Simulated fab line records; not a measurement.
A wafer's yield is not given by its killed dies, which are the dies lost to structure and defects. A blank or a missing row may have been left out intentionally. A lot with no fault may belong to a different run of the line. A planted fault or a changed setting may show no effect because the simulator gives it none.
Split-lot trial :: flow n5 finfet :: 21 wafers read from 7 lots, route of 1938 steps

## THE SPLIT
At N5_BEOL_M11_COAT_22 (resist thk 90 nm), the setting spin rpm was moved away from the recipe's 1500 rpm on 7 of the 21 wafers read, by -8.0% to +8.8%. All remaining wafers had this setting at the recipe value.

## FROM THE SPLIT TO THE READING: what the file shows between them, 5 steps
- N5_BEOL_M11_EBR_24
- N5_BEOL_M11_SOFTBAKE_23: time 60 s
- N5_BEOL_M11_EXPOSE_25: exposes mask V10
- N5_BEOL_M11_PEB_26: peb time 60 s
- N5_BEOL_M11_DEVELOP_27: develop time 30 s

## THE READING
CAR-ArF_of_BEOL_M11_COAT_22.thk nm (the simulator's own value, which no gauge read), in nm, at N5_BEOL_M11_DESCUM_33 (chemistry O2, time 7.9 s). The file gives no usual value for it. Across the 14 wafers here that went through the recipe, the average is 83.5 nm and the standard deviation 0.27 nm.

wafer: L076.2
tool, chamber at the split: litho track-05, 0
spin rpm as run, rpm: 1590
against the recipe: +6.0%
CAR-ArF_of_BEOL_M11_COAT_22.thk nm, nm: 81.4
against lot-mates on the recipe: -2.6

wafer: L076.3
tool, chamber at the split: litho track-05, 0
spin rpm as run, rpm: 1590
against the recipe: +6.0%
CAR-ArF_of_BEOL_M11_COAT_22.thk nm, nm: 81.2
against lot-mates on the recipe: -2.8

wafer: L076.6
tool, chamber at the split: litho track-05, 0
spin rpm as run, rpm: 1500
against the recipe: recipe
CAR-ArF_of_BEOL_M11_COAT_22.thk nm, nm: 84
against lot-mates on the recipe: -

wafer: L086.1
tool, chamber at the split: litho track-04, 0
spin rpm as run, rpm: 1500
against the recipe: recipe
CAR-ArF_of_BEOL_M11_COAT_22.thk nm, nm: 83.4
against lot-mates on the recipe: -

wafer: L086.5
tool, chamber at the split: litho track-04, 0
spin rpm as run, rpm: 1500
against the recipe: recipe
CAR-ArF_of_BEOL_M11_COAT_22.thk nm, nm: 83.2
against lot-mates on the recipe: -

wafer: L086.6
tool, chamber at the split: litho track-04, 0
spin rpm as run, rpm: 1380
against the recipe: -8.0%
CAR-ArF_of_BEOL_M11_COAT_22.thk nm, nm: 87.4
against lot-mates on the recipe: +4.1

wafer: L088.1
tool, chamber at the split: litho track-03, 0
spin rpm as run, rpm: 1500
against the recipe: recipe
CAR-ArF_of_BEOL_M11_COAT_22.thk nm, nm: 83.2
against lot-mates on the recipe: -

wafer: L088.5
tool, chamber at the split: litho track-03, 0
spin rpm as run, rpm: 1562
against the recipe: +4.1%
CAR-ArF_of_BEOL_M11_COAT_22.thk nm, nm: 81.6
against lot-mates on the recipe: -1.8

wafer: L088.6
tool, chamber at the split: litho track-03, 0
spin rpm as run, rpm: 1500
against the recipe: recipe
CAR-ArF_of_BEOL_M11_COAT_22.thk nm, nm: 83.6
against lot-mates on the recipe: -

wafer: L087.1
tool, chamber at the split: litho track-05, 0
spin rpm as run, rpm: 1500
against the recipe: recipe
CAR-ArF_of_BEOL_M11_COAT_22.thk nm, nm: 83.8
against lot-mates on the recipe: -

wafer: L087.2
tool, chamber at the split: litho track-05, 0
spin rpm as run, rpm: 1500
against the recipe: recipe
CAR-ArF_of_BEOL_M11_COAT_22.thk nm, nm: 83.8
against lot-mates on the recipe: -

wafer: L087.4
tool, chamber at the split: litho track-05, 0
spin rpm as run, rpm: 1500
against the recipe: recipe
CAR-ArF_of_BEOL_M11_COAT_22.thk nm, nm: 83.8
against lot-mates on the recipe: -

wafer: L089.1
tool, chamber at the split: litho track-04, 0
spin rpm as run, rpm: 1632
against the recipe: +8.8%
CAR-ArF_of_BEOL_M11_COAT_22.thk nm, nm: 79.4
against lot-mates on the recipe: -3.8

wafer: L089.2
tool, chamber at the split: litho track-04, 0
spin rpm as run, rpm: 1500
against the recipe: recipe
CAR-ArF_of_BEOL_M11_COAT_22.thk nm, nm: 83.2
against lot-mates on the recipe: -

wafer: L089.3
tool, chamber at the split: litho track-04, 0
spin rpm as run, rpm: 1632
against the recipe: +8.8%
CAR-ArF_of_BEOL_M11_COAT_22.thk nm, nm: 79.6
against lot-mates on the recipe: -3.6

wafer: L094.1
tool, chamber at the split: litho track-03, 0
spin rpm as run, rpm: 1500
against the recipe: recipe
CAR-ArF_of_BEOL_M11_COAT_22.thk nm, nm: 83.4
against lot-mates on the recipe: -

wafer: L094.3
tool, chamber at the split: litho track-03, 0
spin rpm as run, rpm: 1500
against the recipe: recipe
CAR-ArF_of_BEOL_M11_COAT_22.thk nm, nm: 83.4
against lot-mates on the recipe: -

wafer: L094.6
tool, chamber at the split: litho track-03, 0
spin rpm as run, rpm: 1500
against the recipe: recipe
CAR-ArF_of_BEOL_M11_COAT_22.thk nm, nm: 83.4
against lot-mates on the recipe: -

wafer: L095.2
tool, chamber at the split: litho track-05, 0
spin rpm as run, rpm: 1500
against the recipe: recipe
CAR-ArF_of_BEOL_M11_COAT_22.thk nm, nm: 83.2
against lot-mates on the recipe: -

wafer: L095.3
tool, chamber at the split: litho track-05, 0
spin rpm as run, rpm: 1500
against the recipe: recipe
CAR-ArF_of_BEOL_M11_COAT_22.thk nm, nm: 83.2
against lot-mates on the recipe: -

wafer: L095.4
tool, chamber at the split: litho track-05, 0
spin rpm as run, rpm: 1434
against the recipe: -4.4%
CAR-ArF_of_BEOL_M11_COAT_22.thk nm, nm: 85.6
against lot-mates on the recipe: +2.4

FIT RESULTS
A straight line over all 21 wafers: CAR-ArF_of_BEOL_M11_COAT_22.thk nm changes by -0.446 nm for each +1% of spin rpm; r = -0.99; the points scatter about the line by 0.29 nm.
The same after taking each lot's own level away (the mean of its wafers on the recipe; 21 wafers): -0.458 nm for each +1%; r = -1.00; scatter 0.17 nm.
According to that fit, moving spin rpm by its largest amount changes the reading by 4 nm.
From 83.20 to 84.00 nm: that is the span of the lots' own levels, equal to 3.0 times the standard deviation above.
So the lot-to-lot level changes the slope little: the two slopes agree.
Check: with one of the wafers moved furthest among these (+8.8%) left out of the fit, the line predicts -4 nm for it against its lot-mates. Against them it came out at -3.8 nm.

## OTHER SPLITS ON THESE WAFERS
Before the reading, these wafers also passed through other splits. Each is held against what the fit with the lots' levels taken away leaves over:
other split on the same wafers: N5_BEOL_M11_COAT_05 spin rpm
wafers away from the commonest value: 6
r with CAR-ArF_of_BEOL_M11_COAT_22.thk nm (lot level and that fit taken away): +0.26

## THE WHOLE CHAIN: every reading that the file lists as answering this split, in the file's order
step: N5_BEOL_M11_COAT_22
what it does: resist thk 90 nm
reading: CAR-ArF_of_BEOL_M11_COAT_22.thk nm (the simulator's own value, which no gauge read)
change (the file's fit): -0.45 nm for each +1% of the setting
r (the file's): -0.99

step: N5_BEOL_M11_DEVELOP_27
what it does: develop time 30 s
reading: CAR-ArF_of_BEOL_M11_COAT_22.thk nm (the simulator's own value, which no gauge read)
change (the file's fit): -0.462 nm for each +1% of the setting
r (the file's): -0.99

step: N5_BEOL_M11_DESCUM_33
what it does: chemistry O2, time 7.9 s
reading: CAR-ArF_of_BEOL_M11_COAT_22.thk nm (the simulator's own value, which no gauge read)
change (the file's fit): -0.465 nm for each +1% of the setting
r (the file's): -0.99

## THE FILE'S OWN FIT
CAR-ArF_of_BEOL_M11_COAT_22.thk nm changes by -0.465 nm for each +1% of spin rpm, r = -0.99.
